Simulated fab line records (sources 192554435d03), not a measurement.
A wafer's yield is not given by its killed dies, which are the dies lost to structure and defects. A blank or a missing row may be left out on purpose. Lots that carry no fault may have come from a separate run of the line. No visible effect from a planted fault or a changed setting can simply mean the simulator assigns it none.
Chamber matching | flow n5_finfet | N5_DUMMY_GATE_STRIP_40 on rie_diel-06: 4 sister chambers
The step strips in CF4. 14 wafers are shown with their chamber, then 7 later ones without.

## WAFERS WITH THEIR CHAMBER
wafer  | chamber | showerhead_plenum_p_Torr (Torr) | throttle_valve_pct (%) | oes_product_au (a.u.)
L074.2 | 1       | 1.73                            | 13.53                  | 0.74
L074.3 | 2       | 1.81                            | 13.79                  | 0.75
L074.4 | 0       | 1.75                            | 13.16                  | 0.95
L075.3 | 3       | 1.73                            | 13.65                  | 0.77
L075.4 | 1       | 1.73                            | 13.51                  | 0.73
L075.5 | 0       | 1.75                            | 13.13                  | 0.94
L077.1 | 1       | 1.73                            | 13.52                  | 0.73
L077.4 | 2       | 1.81                            | 13.82                  | 0.74
L077.6 | 1       | 1.73                            | 13.52                  | 0.73
L083.1 | 0       | 1.75                            | 13.18                  | 0.90
L083.2 | 2       | 1.80                            | 13.85                  | 0.74
L083.6 | 2       | 1.80                            | 13.82                  | 0.75
L084.3 | 2       | 1.80                            | 13.83                  | 0.74
L084.5 | 1       | 1.73                            | 13.54                  | 0.73

SIGNATURES (averages over the wafers above)
reading                  | chamber 0 | chamber 1 | chamber 2 | chamber 3 | scatter within a chamber
showerhead_plenum_p_Torr | 1.7500    | 1.7300    | 1.8040    | 1.7300    | 0.00346
throttle_valve_pct       | 13.1567   | 13.5240   | 13.8220   | 13.6500   | 0.0191
oes_product_au           | 0.9300    | 0.7320    | 0.7440    | 0.7700    | 0.0126
Rule: for each reading, subtract the chamber's mean from the wafer's reading, divide by that reading's scatter and square the result; add these up over the readings and take the root, which gives the wafer's distance from the chamber. The wafer belongs to the nearest chamber; if the next one is less than 2 further off, it can't be placed. The scatter: take each reading less its chamber's mean, square it, sum over the shown wafers, divide by the number of wafers less the number of chambers, and take the root.

## WAFERS WITH NO CHAMBER GIVEN
wafer  | showerhead_plenum_p_Torr (Torr) | throttle_valve_pct (%) | oes_product_au (a.u.)
L084.6 | 1.75                            | 13.18                  | 0.90
L086.1 | 1.75                            | 13.18                  | 0.89
L086.2 | 1.80                            | 13.84                  | 0.74
L086.3 | 1.73                            | 13.54                  | 0.73
L091.2 | 1.73                            | 13.56                  | 0.72
L091.3 | 1.72                            | 13.71                  | 0.75
L091.6 | 1.80                            | 13.86                  | 0.73

## WHICH CHAMBER EACH WENT THROUGH
wafer  | from the rows above | in truth
L084.6 | 0                   | 0
L086.1 | 0                   | 0
L086.2 | 2                   | 2
L086.3 | 1                   | 1
L091.2 | 1                   | 1
L091.3 | 3                   | 3
L091.6 | 2                   | 2
Correct placement for 7 of the 7. Not placeable from these rows: 0. 0 placed wrongly.
